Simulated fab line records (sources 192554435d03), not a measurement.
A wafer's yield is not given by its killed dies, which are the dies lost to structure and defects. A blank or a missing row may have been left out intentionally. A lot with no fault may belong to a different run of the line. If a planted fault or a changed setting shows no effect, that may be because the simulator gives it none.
fab line records	flow n5Finfet
record: lots: 6	wafers: 18	lastDay: 18
route steps=1938 shown WELL_APT@45 PMOS_HMC_CHANNEL_EPI@57 PASSIVATION@1936
lots that met no fault: from a run of the same line without faults
startH: hours from the record's first day to the start of the lot's first wafer shown	waitH: time in hours since the lot's previous step	" identical to the entry in the row above	L1.1+2: several wafers, shown together as one row	- value missing, or start not given	* or withheld: withheld	< > ~ a bound
route shown NAME@n: a module of which the file shows steps, and the number in the route of the first	usual: average and standard deviation across the fault-free wafers	same: alike in all rows	chamber/n: place in a boat	sites: each site's reading	_std_site: how widely they spread, as a standard deviation	_edge_site: mean of outer sites minus mean of inner sites	radiusMm: how far each site lies from the wafer's centre	mask NAME#n: copy n	behind: the tool/chamber that last shaped the wafer	hold: why the lot was held/for how many hours/how that ended	device: transistor that didn't switch, given as n, p or np	end of line: tests of these same wafers at the route's end	where a step has no rows: the recipe by itself	killed: dies that structure and defects cost at the first sort, which is not the same as the wafer's yield	map: the dies of a wafer, with x for killed, . for not killed, _ for no die there
set.NAME: the setting as run; set.NAME@STEP: as run at that earlier step	model.NAME: the simulator's own value behind a step, which no gauge read
lots seen at some steps along the route; tables by step, rows by wafer
services: from which hour (startH, from the record's first day; less than 0 if before it) a tool's chamber was out of use, for how many hours, and why
== steps ==
step: N5_WELL_APT_INSPECT_27
recipe: mode: adi	inspectInstrument: macro
usual: rawDefectCount: 2.0/1.4
lot.wafer	tool	chamber	startH	waitH	rawDefectCount
L421.2	defectInspect-01	-	33.01	0.0	1
L421.3	"	-	"	"	1
L421.5	"	-	"	"	0
L431.1	defectInspect-01	-	92.86	0.0	1
L431.4	"	-	"	"	2
L431.5	"	-	"	"	0
L437.1	defectInspect-02	-	129.38	0.0	3
L437.5	"	-	"	"	5
L437.6	"	-	"	"	3
L438.1	defectInspect-02	-	134.91	0.0	3
L438.2	"	-	"	"	0
L438.4	"	-	"	"	2
L439.1	defectInspect-02	-	141.18	0.0	2
L439.3	"	-	"	"	0
L439.4	"	-	"	"	3
L440.3	defectInspect-02	-	147.15	0.0	3
L440.4	"	-	"	"	1
L440.6	"	-	"	"	1
step: N5_WELL_APT_DESCUM_30
recipe: chemistry: O2	timeS: 7.9	sourcePowerW: 50	biasPowerW: 20	pressureMtorr: 20	rfFrequencyHz: 2.712e+07	tempC: 40	o2FlowSccm: 225
usual: drypumpMotorCurrentA: 5.5/0.33	oesProductAu: 0.79/0.061	rfFwdPowerW: 49.64/0.2	rfVppV: 243.2/1.3	showerheadPlenumPTorr: 2.10/0.066	throttleValvePct: 20.57/0.23
lot.wafer	tool	chamber	startH	waitH	drypumpMotorCurrentA	oesProductAu	rfFwdPowerW	rfHoursCounterH	rfVppV	showerheadPlenumPTorr	throttleValvePct
L421.2	rieDiel-02	2	33.04	0.0	5.3	0.75	49.30	155	242.3	2.01	20.84
L421.3	"	3	"	"	5.1	0.79	49.56	139	243.5	2.20	20.91
L421.5	"	2	"	"	5.3	0.75	49.35	-	243.4	2.01	20.86
L431.1	rieDiel-01	3	93.08	0.2	5.7	0.76	49.34	158	243.4	2.08	20.55
L431.4	"	0	"	"	5.8	0.88	49.95	-	243.5	2.13	20.47
L431.5	"	3	"	"	5.7	0.76	49.26	-	244.8	2.08	20.55
L437.1	rieDiel-02	1	129.49	0.1	5.2	0.78	49.67	128	241.8	2.11	20.52
L437.5	"	0	"	"	6.2	0.78	49.87	-	240.8	2.01	20.25
L437.6	"	3	"	"	5.1	0.76	49.61	-	243.8	2.19	20.95
L438.1	rieDiel-06	2	134.94	0.0	5.1	0.71	49.73	182	243.9	2.15	20.38
L438.2	"	1	"	"	5.2	0.68	49.82	246	243.3	2.04	20.40
L438.4	"	3	"	"	5.9	0.77	49.65	148	242.0	2.00	20.44
L439.1	rieDiel-01	1	141.22	0.0	5.7	0.95	49.43	14	245.5	2.13	20.22
L439.3	"	0	"	"	5.8	0.86	49.63	59	245.3	2.12	20.48
L439.4	"	2	"	"	5.7	0.82	49.74	85	242.5	2.12	20.58
L440.3	rieDiel-01	3	147.18	0.0	5.7	0.76	49.29	176	243.0	2.07	20.58
L440.4	"	1	"	"	5.7	0.94	49.48	17	241.6	2.13	20.24
L440.6	"	2	"	"	5.6	0.82	49.83	-	244.7	2.12	20.58
step: N5_WELL_APT_IMPLANT_31
recipe: species: B	energyKev: 60	doseCm2: 1.5e+13	tiltDeg: 0	rotationDeg: 0
step: N5_WELL_APT_IMPLANT_32
recipe: species: BF2	energyKev: 50	doseCm2: 2e+13	tiltDeg: 0	rotationDeg: 0
step: N5_WELL_APT_STRIP_33
recipe: chemistry: SPM	timeS: 900	tempC: 130	h2so4H2o2VolRatio: 4	dry: ipaMarangoni
step: N5_WELL_APT_RTA_34
recipe: tempC: 1000	timeS: 10	ambient: N2	idleTempC: 600	rampUpCPerS: 150	rampDownCPerS: 60	coolToC: 600
usual: lampPowerPct: 13.01/0.054	lamp_zone_3_pct: 12.993/0.027	wafer_temp_C_max: 1003.4/1.1
lot.wafer	tool	chamber	startH	waitH	lampPowerPct	lamp_zone_3_pct	wafer_temp_C_max
L421.2	rtpAnneal-02	0	33.82	0.0	12.99	12.971	1002.8
L421.3	"	0	"	"	13.03	12.961	1001.5
L421.5	"	0	"	"	13.00	13.027	1001.4
L431.1	rtpAnneal-01	0	94.03	0.2	13.05	12.984	1002.8
L431.4	"	0	"	"	12.98	12.960	1002.2
L431.5	"	0	"	"	12.94	13.017	1002.3
L437.1	rtpAnneal-02	0	130.35	0.1	13.03	12.962	1003.4
L437.5	"	0	"	"	12.96	13.004	1004.0
L437.6	"	0	"	"	12.99	13.007	1002.4
L438.1	rtpAnneal-01	0	135.70	0.0	13.03	13.014	1002.5
L438.2	"	0	"	"	13.01	12.974	1002.7
L438.4	"	0	"	"	13.05	12.994	1002.6
L439.1	rtpAnneal-01	0	142.00	0.0	12.96	12.991	1005.8
L439.3	"	0	"	"	13.04	12.988	1002.3
L439.4	"	0	"	"	13.05	12.976	1003.1
L440.3	rtpAnneal-02	0	147.98	0.1	13.00	13.056	1003.5
L440.4	"	0	"	"	13.03	13.021	1002.5
L440.6	"	0	"	"	13.08	12.982	1003.3
step: N5_WELL_APT_OXIDE_STRIP_42
recipe: chemistry: dHF	dilution: 25:1	timeS: 45	tempC: 25	target: SiO2	targetDepthA: 120
step: N5_WELL_APT_PRECLEAN_36
recipe: chemistry: O3/DIW	timeS: 45	tempC: 22	o3Ppm: 10
step: N5_WELL_APT_PRECLEAN_39
recipe: chemistry: dHF	timeS: 60	dilution: 150:1	tempC: 25
step: N5_WELL_APT_SRD_37
recipe: dry: ipaMarangoni	doPpb: 5	timeS: 30	tempC: 23	rinseLiquid: diw
step: N5_WELL_APT_EPI_41
recipe: material: Si	targetThkA: 500	tempC: 650	precursor: SiH4/H2	pressureTorr: 20	timeS: 297.7
usual: throttleValvePct: 11.12/0.21
lot.wafer	tool	chamber	startH	waitH	throttleValvePct
L421.2	epiRpcvd-04	0	34.14	0.1	11.31
L421.3	"	0	"	"	11.07
L421.5	"	0	"	"	11.24
L431.1	epiRpcvd-01	0	94.27	0.0	11.16
L431.4	"	0	"	"	11.15
L431.5	"	0	"	"	11.10
L437.1	epiRpcvd-03	0	130.59	0.0	11.05
L437.5	"	0	"	"	10.61
L437.6	"	0	"	"	10.71
L438.1	epiRpcvd-01	0	135.96	0.0	11.08
L438.2	"	0	"	"	11.39
L438.4	"	0	"	"	11.33
L439.1	epiRpcvd-01	0	142.24	0.0	10.97
L439.3	"	0	"	"	11.55
L439.4	"	0	"	"	11.24
L440.3	epiRpcvd-04	0	148.53	0.4	10.97
L440.4	"	0	"	"	11.18
L440.6	"	0	"	"	11.33
step: N5_WELL_APT_INSPECT_38
recipe: inspectInstrument: darkfield	mode: postEpi
usual: rawDefectCount: 14/5.7
lot.wafer	tool	chamber	startH	waitH	rawDefectCount
L421.2	defectInspect-02	-	34.68	0.4	12
L421.3	"	-	"	"	10
L421.5	"	-	"	"	11
L431.1	defectInspect-01	-	95.37	0.9	8
L431.4	"	-	"	"	7
L431.5	"	-	"	"	17
L437.1	defectInspect-02	-	131.43	0.7	21
L437.5	"	-	"	"	6
L437.6	"	-	"	"	13
L438.1	defectInspect-02	-	136.59	0.5	18
L438.2	"	-	"	"	22
L438.4	"	-	"	"	21
L439.1	defectInspect-02	-	142.87	0.5	24
L439.3	"	-	"	"	23
L439.4	"	-	"	"	19
L440.3	defectInspect-01	-	149.28	0.6	13
L440.4	"	-	"	"	10
L440.6	"	-	"	"	8
step: N5_PMOS_HMC_CHANNEL_EPI_HM_DEP_34
recipe: material: SiO2	targetThkA: 360	tempC: 400	precursor: TEOS/O2	pressureTorr: 6.5	rfW: 900	teosFlowSccm: 161.4	gas: O2	flowSccm: 2650	timeS: 6.9
usual: heaterPowerOuterW: 290/51	heaterPowerW: 528/76	rfFwdPowerW: 887/4.4	showerheadPlenumPTorr: 8.35/0.033	throttleValvePct: 18.8/1.1
lot.wafer	tool	chamber	startH	waitH	heaterPowerOuterW	heaterPowerW	rfFwdPowerW	showerheadPlenumPTorr	throttleValvePct
L421.2	pecvd-03	0	34.72	0.0	300	552	891	8.32	18.7
L421.3	"	1	"	"	262	480	887	8.39	18.1
L421.5	"	0	"	"	307	565	889	8.34	18.9
L431.1	pecvd-01	2	95.41	0.0	303	545	879	8.36	20.0
L431.4	"	2	"	"	304	548	882	8.34	19.6
L431.5	"	0	"	"	391	681	883	8.39	18.4
L437.1	pecvd-03	1	131.47	0.0	213	406	886	8.39	17.8
L437.5	"	2	"	"	310	576	888	8.34	17.3
L437.6	"	0	"	"	294	537	891	8.32	18.8
L438.1	pecvd-01	1	136.63	0.0	266	502	894	8.35	20.3
L438.2	"	2	"	"	266	526	878	8.35	19.9
L438.4	"	2	"	"	270	509	881	8.37	19.6
L439.1	pecvd-01	1	142.91	0.0	321	565	893	8.34	20.4
L439.3	"	0	"	"	304	541	885	8.40	18.6
L439.4	"	0	"	"	308	543	884	8.37	18.8
L440.3	pecvd-04	2	149.32	0.0	256	497	888	8.34	17.3
L440.4	"	0	"	"	222	376	884	8.28	17.3
L440.6	"	1	"	"	355	619	880	8.33	19.4
step: N5_PMOS_HMC_CHANNEL_EPI_COAT_31
recipe: resist: BARC	tempC: 205	timeS: 60	spinRpm: 1500	resistThkNm: 66
step: N5_PMOS_HMC_CHANNEL_EPI_COAT_03
recipe: resist: CAR-ArF-block	spinRpm: 1500	resistThkNm: 205
step: N5_PMOS_HMC_CHANNEL_EPI_EBR_05
recipe: solvent: PGMEA	ebrWidthMm: 1.5
step: N5_PMOS_HMC_CHANNEL_EPI_SOFTBAKE_04
recipe: tempC: 110	timeS: 60	resist: CAR-ArF-block
step: N5_PMOS_HMC_CHANNEL_EPI_EXPOSE_06
recipe: maskId: PMOS_HMC_BLK	na: 1.35	sourceShape: conventional	sigmaOuter: 0.8	polarization: unpolarized	targetCdNm: 240	doseMj: 41
step: N5_PMOS_HMC_CHANNEL_EPI_PEB_07
recipe: pebTempC: 110	pebTimeS: 60	resist: CAR-ArF-block
step: N5_PMOS_HMC_CHANNEL_EPI_DEVELOP_08
recipe: developTimeS: 30	developer: TMAH	resist: CAR-ArF-block	devTempC: 23	rinseLiquid: diw	dry: airSpin
step: N5_PMOS_HMC_CHANNEL_EPI_CD_MEAS_09
recipe: targetCdNm: 237.4	landingEnergyEv: 500	detector: seInlens
usual: cdNm: 237.1/0.99
lot.wafer	tool	chamber	startH	waitH	cdNm
L421.2	cdSem-02	0	35.14	-	236.6
L421.3	"	0	"	"	238.4
L421.5	"	0	"	"	237.6
L431.1	cdSem-01	0	95.81	-	239.2
L431.4	"	0	"	"	237.3
L431.5	"	0	"	"	236.3
L437.1	cdSem-01	0	131.74	-	237.4
L437.5	"	0	"	"	236.2
L437.6	"	0	"	"	235.8
L438.1	cdSem-03	0	137.03	-	237.4
L438.2	"	0	"	"	235.7
L438.4	"	0	"	"	236.6
L439.1	cdSem-03	0	143.31	-	236.6
L439.3	"	0	"	"	235.4
L439.4	"	0	"	"	236.1
L440.3	cdSem-01	0	149.60	-	236.1
L440.4	"	0	"	"	236.9
L440.6	"	0	"	"	237.2
step: N5_PMOS_HMC_CHANNEL_EPI_OVL_MEAS_10
recipe: pointsPerWafer: 44
usual: PMOS_HMC_BLK_OVL: -0.3/0.81
lot.wafer	tool	chamber	startH	waitH	PMOS_HMC_BLK_OVL[nm]
L421.2	overlay-01	0	35.17	0.0	-0.6
L421.3	"	0	"	"	-0.1
L421.5	"	0	"	"	-0.4
L431.1	overlay-01	0	95.84	0.0	-1.0
L431.4	"	0	"	"	-0.7
L431.5	"	0	"	"	-0.5
L437.1	overlay-01	0	131.77	0.0	-0.7
L437.5	"	0	"	"	-1.0
L437.6	"	0	"	"	0.0
L438.1	overlay-01	0	137.06	0.0	0.0
L438.2	"	0	"	"	-1.2
L438.4	"	0	"	"	0.0
L439.1	overlay-02	0	143.34	0.0	0.6
L439.3	"	0	"	"	0.3
L439.4	"	0	"	"	0.4
L440.3	overlay-02	0	149.63	0.0	0.0
L440.4	"	0	"	"	-0.5
L440.6	"	0	"	"	-1.5
step: N5_PMOS_HMC_CHANNEL_EPI_INSPECT_11
recipe: mode: adi	inspectInstrument: macro
usual: rawDefectCount: 2.2/1.4
lot.wafer	tool	chamber	startH	waitH	rawDefectCount
L421.2	defectInspect-02	-	35.19	0.0	2
L421.3	"	-	"	"	3
L421.5	"	-	"	"	2
L431.1	defectInspect-02	-	95.87	0.0	2
L431.4	"	-	"	"	1
L431.5	"	-	"	"	2
L437.1	defectInspect-02	-	131.80	0.0	0
L437.5	"	-	"	"	4
L437.6	"	-	"	"	3
L438.1	defectInspect-01	-	137.09	0.0	>300
L438.2	"	-	"	"	>300
L438.4	"	-	"	"	>300
L439.1	defectInspect-02	-	143.37	0.0	>300
L439.3	"	-	"	"	>300
L439.4	"	-	"	"	>300
L440.3	defectInspect-02	-	149.65	0.0	2
L440.4	"	-	"	"	2
L440.6	"	-	"	"	1
step: N5_PMOS_HMC_CHANNEL_EPI_DESCUM_14
recipe: chemistry: O2	timeS: 7.9	sourcePowerW: 50	biasPowerW: 20	pressureMtorr: 20	rfFrequencyHz: 2.712e+07	tempC: 40	resist: CAR-ArF-block	o2FlowSccm: 225
usual: drypumpMotorCurrentA: 5.5/0.47	oesProductAu: 0.81/0.092	rfFwdPowerW: 49.36/0.26	rfVppV: 243.7/1.7	showerheadPlenumPTorr: 2.13/0.095	throttleValvePct: 20.51/0.21
lot.wafer	tool	chamber	startH	waitH	drypumpMotorCurrentA	oesProductAu	rfFwdPowerW	rfHoursCounterH	rfVppV	showerheadPlenumPTorr	throttleValvePct
L421.2	rieDiel-04	1	35.22	0.0	4.9	0.79	48.71	120	245.8	2.16	20.63
L421.3	"	0	"	"	5.3	0.77	49.73	111	242.4	2.11	20.18
L421.5	"	1	"	"	4.9	0.79	48.90	-	244.5	2.16	20.62
L431.1	rieDiel-05	0	96.05	0.2	5.8	0.88	49.48	40	244.9	2.24	20.41
L431.4	"	3	"	"	6.1	0.95	49.23	6	242.9	2.07	20.16
L431.5	"	2	"	"	5.0	0.68	49.66	-	241.2	1.97	20.86
L437.1	rieDiel-05	3	132.01	0.2	6.2	0.91	49.27	16	244.2	2.06	20.19
L437.5	"	1	"	"	5.6	0.86	49.59	-	244.8	2.23	20.58
L437.6	"	3	"	"	6.1	0.91	49.12	-	241.9	2.06	20.20
L438.1	rieDiel-05	0	137.12	0.0	5.8	0.86	49.35	53	245.0	2.24	20.42
L438.2	"	1	"	"	5.6	0.86	49.70	44	245.1	2.23	20.59
L438.4	"	3	"	"	6.1	0.92	49.30	18	242.6	2.06	20.19
L439.1	rieDiel-04	0	143.40	0.0	5.3	0.76	49.65	140	242.7	2.10	20.22
L439.3	"	1	"	"	4.9	0.76	48.66	148	245.7	2.15	20.67
L439.4	"	2	"	"	5.1	0.72	49.38	183	241.9	2.00	20.42
L440.3	rieDiel-05	2	150.30	0.6	5.0	0.98	49.69	5	245.7	2.24	20.53
L440.4	"	3	"	"	6.1	0.91	49.47	22	242.9	2.06	20.20
L440.6	"	0	"	"	5.8	0.86	49.35	-	244.9	2.24	20.43
step: N5_PASSIVATION_PROBE_49
usual: killed_at_M0_to_M3: 35/12	killed_at_M4_up: 13/5.8	killedAtContacts: 12/5.5	killedAtFrontEnd: 36/9.9	killedAtOther: 4/3.7	killedDies: 101/18	killedOpen: 66/13	killedShort: 33/8
same: grossDies: 1180	killedAtBackSide: 0
lot.wafer	tool	chamber	startH	waitH	killed_at_M0_to_M3	killed_at_M4_up	killedAtContacts	killedAtFrontEnd	killedAtOther	killedDies	killedOpen	killedShort
L421.2	prober-02	-	290.33	0.1	40	25	13	29	1	108	81	26
L421.3	prober-02	-	290.38	0.1	32	26	12	27	0	97	72	25
L421.5	prober-02	-	290.48	0.2	38	17	8	23	2	88	60	27
L431.1	prober-02	-	372.10	0.0	17	12	17	45	1	92	55	36
L431.4	prober-02	-	372.25	0.2	33	15	6	33	4	91	56	34
L431.5	prober-02	-	372.30	0.2	34	15	12	37	0	98	65	32
L437.1	prober-02	-	412.09	0.0	27	18	11	46	0	102	77	21
L437.5	prober-02	-	412.29	0.2	29	20	11	29	1	90	59	30
L437.6	prober-02	-	412.34	0.3	31	6	13	39	0	89	58	29
L439.1	prober-01	-	417.73	0.0	21	12	10	186	6	235	61	28
L439.3	prober-01	-	417.83	0.1	31	17	10	154	2	214	56	22
L439.4	prober-01	-	417.88	0.2	23	11	12	183	1	230	49	25
L440.3	prober-01	-	429.06	0.1	27	20	19	33	4	103	57	43
L440.4	prober-01	-	429.11	0.2	58	15	9	21	7	110	66	42
L440.6	prober-01	-	429.21	0.3	43	30	14	41	4	132	85	44
L438.1	prober-02	-	429.48	0.0	29	3	8	196	2	238	46	25
L438.2	prober-02	-	429.53	0.1	26	6	7	176	0	215	38	27
L438.4	prober-02	-	429.63	0.2	25	5	12	202	3	247	56	27
killed by level:class
L421.2 MOL_CONTACT_COAG:geometricParticle:open=13 BEOL_M4:geometricParticle:open=13 BEOL_M3:geometricParticle:open=12 BEOL_M2:geometricParticle:open=11 STI_FIN_REVEAL:geometricParticle:open=8 FIN_SAQP:geometricParticle:short=6 DUMMY_GATE:geometricParticle:open=5 BEOL_M0_SAQP:geometricParticle:open=5
L421.3 BEOL_M4:geometricParticle:open=13 MOL_CONTACT_COAG:geometricParticle:open=9 BEOL_M3:geometricParticle:open=9 BEOL_M2:geometricParticle:open=8 DUMMY_GATE:geometricParticle:open=5 BEOL_M0_SAQP:geometricParticle:open=5 FIN_SAQP:geometricParticle:open=4 STI_FIN_REVEAL:geometricParticle:open=4
L421.5 STI_FIN_REVEAL:geometricParticle:open=12 BEOL_M3:geometricParticle:open=9 MOL_CONTACT_COAG:geometricParticle:open=7 BEOL_M4:geometricParticle:open=6 BEOL_M2:geometricParticle:open=5 BEOL_M2:geometricParticle:short=5 BEOL_M0_SAQP:geometricParticle:open=4 BEOL_M0_SAQP:geometricParticle:short=4
L431.1 MOL_CONTACT_COAG:geometricParticle:open=14 FIN_SAQP:geometricParticle:short=8 DUMMY_GATE:geometricParticle:open=7 STI_FIN_REVEAL:geometricParticle:open=4 BEOL_M5:geometricParticle:open=4 STARTING-WAFER:geometricParticle:short=4 FIN_SAQP:geometricParticle:open=3 SPACER0:geometricParticle:open=3
L431.4 BEOL_M3:geometricParticle:open=8 FIN_SAQP:geometricParticle:open=7 BEOL_M2:geometricParticle:open=7 STI_FIN_REVEAL:geometricParticle:open=6 ILD0:geometricParticle:short=6 BEOL_M1:geometricParticle:open=5 STARTING-WAFER:geometricParticle:short=4 DUMMY_GATE:geometricParticle:open=4
L431.5 BEOL_M4:geometricParticle:open=10 MOL_CONTACT_COAG:geometricParticle:open=9 BEOL_M1:geometricParticle:open=8 FIN_SAQP:geometricParticle:short=7 BEOL_M0_SAQP:geometricParticle:short=7 BEOL_M2:geometricParticle:open=7 FIN_SAQP:geometricParticle:open=5 BEOL_M0_SAQP:geometricParticle:open=5
L437.1 STI_FIN_REVEAL:geometricParticle:open=10 DUMMY_GATE:geometricParticle:open=9 FIN_SAQP:geometricParticle:open=8 BEOL_M3:geometricParticle:open=8 MOL_CONTACT_COAG:geometricParticle:open=7 BEOL_M0_SAQP:geometricParticle:open=6 BEOL_M5:geometricParticle:open=5 MOL_CONTACT_COAG:geometricParticle:short=4
L437.5 MOL_CONTACT_COAG:geometricParticle:open=11 BEOL_M3:geometricParticle:open=10 BEOL_M0_SAQP:geometricParticle:short=7 BEOL_M4:geometricParticle:open=7 FIN_SAQP:geometricParticle:open=5 GATE_CUT:geometricParticle:short=5 BEOL_M0_SAQP:geometricParticle:open=5 DUMMY_GATE:geometricParticle:short=4
L437.6 DUMMY_GATE:geometricParticle:open=13 MOL_CONTACT_COAG:geometricParticle:open=12 STI_FIN_REVEAL:geometricParticle:open=7 BEOL_M2:geometricParticle:short=7 BEOL_M0_SAQP:geometricParticle:short=6 FIN_SAQP:geometricParticle:short=5 FIN_SAQP:geometricParticle:open=4 GATE_CUT:geometricParticle:short=4
L439.1 PMOS_HMC_CHANNEL_EPI:unspecified=145 MOL_CONTACT_COAG:geometricParticle:open=10 STI_FIN_REVEAL:geometricParticle:open=8 BEOL_M4:geometricParticle:open=7 GATE_CUT:geometricParticle:open=6 BEOL_M2:geometricParticle:open=5 DUMMY_GATE:geometricParticle:open=4 BEOL_M0_SAQP:geometricParticle:short=4
L439.3 PMOS_HMC_CHANNEL_EPI:unspecified=134 MOL_CONTACT_COAG:geometricParticle:open=10 STI_FIN_REVEAL:geometricParticle:open=8 BEOL_M0_SAQP:geometricParticle:short=5 BEOL_M1:geometricParticle:open=5 BEOL_M4:geometricParticle:open=5 BEOL_M0_SAQP:geometricParticle:open=4 BEOL_M2:geometricParticle:open=4
L439.4 PMOS_HMC_CHANNEL_EPI:unspecified=149 MOL_CONTACT_COAG:geometricParticle:open=11 BEOL_M0_SAQP:geometricParticle:short=7 HKMG_FIN:areaEtch=7 BEOL_M1:geometricParticle:open=5 GATE_CUT:geometricParticle:open=5 BEOL_M4:geometricParticle:open=5 DUMMY_GATE:geometricParticle:open=4
L440.3 MOL_CONTACT_COAG:geometricParticle:open=15 FIN_SAQP:geometricParticle:short=14 BEOL_M4:geometricParticle:open=11 BEOL_M2:geometricParticle:open=7 BEOL_M2:geometricParticle:short=6 BEOL_M0_SAQP:geometricParticle:short=4 FIN_SAQP:geometricParticle:open=4 STI_FIN_REVEAL:geometricParticle:open=4
L440.4 BEOL_M1:geometricParticle:open=15 BEOL_M0_SAQP:geometricParticle:short=13 BEOL_M0_SAQP:geometricParticle:open=10 BEOL_M2:geometricParticle:open=8 MOL_CONTACT_COAG:geometricParticle:open=6 STI_FIN_REVEAL:geometricParticle:open=5 FIN_SAQP:geometricParticle:short=3 GATE_CUT:geometricParticle:short=3
L440.6 MOL_CONTACT_COAG:geometricParticle:open=13 BEOL_M4:geometricParticle:open=13 BEOL_M0_SAQP:geometricParticle:short=12 BEOL_M2:geometricParticle:open=9 STI_FIN_REVEAL:geometricParticle:open=8 BEOL_M1:geometricParticle:open=8 FIN_SAQP:geometricParticle:open=7 FIN_SAQP:geometricParticle:short=7
L438.1 PMOS_HMC_CHANNEL_EPI:unspecified=163 BEOL_M2:geometricParticle:open=9 MOL_CONTACT_COAG:geometricParticle:open=8 FIN_SAQP:geometricParticle:open=7 BEOL_M0_SAQP:geometricParticle:short=7 FIN_SAQP:geometricParticle:short=6 BEOL_M0_SAQP:geometricParticle:open=6 STI_FIN_REVEAL:geometricParticle:open=4
L438.2 PMOS_HMC_CHANNEL_EPI:unspecified=149 BEOL_M0_SAQP:geometricParticle:short=9 FIN_SAQP:geometricParticle:open=8 DUMMY_GATE:geometricParticle:open=6 MOL_CONTACT_COAG:geometricParticle:open=5 BEOL_M3:geometricParticle:open=5 FIN_SAQP:geometricParticle:short=4 BEOL_M0_SAQP:geometricParticle:open=3
L438.4 PMOS_HMC_CHANNEL_EPI:unspecified=162 FIN_SAQP:geometricParticle:open=10 MOL_CONTACT_COAG:geometricParticle:open=10 BEOL_M0_SAQP:geometricParticle:short=8 FIN_SAQP:geometricParticle:short=6 DUMMY_GATE:geometricParticle:open=5 STI_FIN_REVEAL:geometricParticle:open=5 BEOL_M0_SAQP:geometricParticle:open=5
map L438.4 (x killed, . not)
_________________...x...x....________________
______________..x......x........_____________
___________...x........x.x.x.x.....__________
__________.....x........x........x.._________
________....x.....x....x.............._______
_______.x....x......x..x...............______
______..x..............................._____
_____x...x.x.x.........x.........x.......____
____......................x...............___
___...............x.....................x..__
___.......................x..x.............__
__..........x..x.............xx.x..........._
__......x...x..x................x.........x._
_x.......................x............x.x..x.
_..........xx....x....x.x.x................x.
_............x.xx............................
_.............xxx.xxxxx................x.....
_..........xx.xx.xxxxx.xx....................
_.......x......xxxxxxxxx.....................
_..........xxxxxxxxxxxxxxx...................
_x........x.xxxxxxxxxxxxx.x...x..............
__........xxxxxxxxxxxxxxxx........x........._
__.......xx.xxxxxxxxxxxxx.........x........._
___.x....x.xxxxxxxxxxxxxxx.................__
___........xxxxxxxxxxxxxxxx................__
____......x.xxxxxxxxxxxxxx...xx......x....___
_____...x....xxxxxxxxxxx.x.x.............____
______........xxxxxx.xx........x........_____
_______........x..xxx..................______
________....xxx...x...x.............x._______
__________.x........x..x.....x.x...._________
___________..........xx............__________
______________x.xx..........x..._____________
_________________.......x....________________
map L439.1 (x killed, . not)
_________________..........x.________________
______________..x..............._____________
___________..x.x.xxxxx.x......x...x__________
__________.....xxxxxxxxx............_________
________....xxxxxxxxxxxxx..........x.._______
_______...x..xxxxxxxxxxxxx.xx....x.....______
______x....xxxxxxxxxxxxxxxxx.xx.....x..._____
_____....x..xxxxxxxxxxxxxx......x........____
____........xxxxxxxxxxxxxx.x..............___
___...x...xxxxxxxxxxxxxxx.x.......x...x....__
___.........xxxxxxxxxxxxx.x................__
__..x......x..xxxxxxxxxxxx.x................_
__........x...x.xxxxxxxx..........x........._
_x........x...x...xxxxx...x...............x.x
_..x.....x..........................x........
_.........x.............x...x................
_..............x.....x.......................
_...xxx........................x....x.x......
_.........x......x.........................x.
_...........................x................
_...................x.............x...x.x....
__................x..........xx.x......x...._
__..........................x.x.....x..x...._
___....x.........x.........x......x.......x__
___..................x..........x.......x..__
____.........x............................___
_____.....x.......x......x..........x....____
______...............xx..........x......_____
_______.......xx.xxx..x.....x..x.x.x...______
________...................x.........._______
__________.........................._________
___________...x....................__________
______________.............x...._____________
_________________.x..........________________
== services ==
tool	chamber	startH	hours	kind
rieDiel-01	3	11.41	5.0	repair
rieDiel-01	2	17.74	2.4	repair
rieDiel-01	3	22.36	1.3	repair
rieDiel-01	-	27.29	0.3	repair
rieDiel-05	1	46.73	4.1	repair
rieDiel-05	3	56.25	-	clean
rieDiel-05	3	56.25	-	consumableReplace:focusRing
rieDiel-05	3	56.25	17.2	scheduledDown
rieDiel-05	3	56.25	17.2	ventCycle
rieDiel-04	2	71.52	4.8	repair
epiRpcvd-01	-	76.37	3.4	repair
rieDiel-01	2	84.59	4.7	repair
pecvd-03	-	84.72	2.8	pm
rieDiel-02	0	92.12	4.1	repair
rieDiel-06	3	93.50	2.2	repair
rieDiel-05	2	111.70	7.9	repair
rieDiel-05	2	119.65	-	clean
rieDiel-05	2	119.65	-	consumableReplace:focusRing
pecvd-03	1	121.21	3.7	repair
pecvd-04	-	128.28	5.5	pm
epiRpcvd-04	-	131.06	8.1	pm
epiRpcvd-03	-	137.62	0.5	pm
pecvd-01	2	145.14	11.9	repair
rieDiel-05	-	147.63	0.9	repair
== key ==
firstSign: step: N5_PMOS_HMC_CHANNEL_EPI_INSPECT_11	reading: rawDefectCount	direction: up	sigmas: 99+	usual: 2.2	struck: >300
effect: step: N5_PASSIVATION_PROBE_49	reading: killedAtFrontEnd	direction: up	sigmas: 15	usual: 36	struck: 183
moreKillsBornAt: N5_PMOS_HMC_CHANNEL_EPI_HM_DEP_34@pecvd-01: 902
metAt N5_PMOS_HMC_CHANNEL_EPI_HM_DEP_34
struckWafers L438.1,L438.2,L438.4,L439.1,L439.3,L439.4
testerLeftOut L438,L439
onsetBetween 95.41 136.63
alsoFits N5_WELL_APT_RTA_34:rtpAnneal-01,N5_WELL_APT_EPI_41:epiRpcvd-01
fault: kind: chamberParticleSource	tool: pecvd-01	chamber: -	onsetH: 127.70	steps: N5_PMOS_HMC_CHANNEL_EPI_HM_DEP_34	ratePerVisitCm2: 1.9947	endH: 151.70
testerLeftOut: of these lots the tester's yield and bins aren't shown, on N5 and GAA mostly nor the transistor test; their killed dies are dies lost to structure and defects alone, not to doping, threshold or leakage, so they don't give the yield
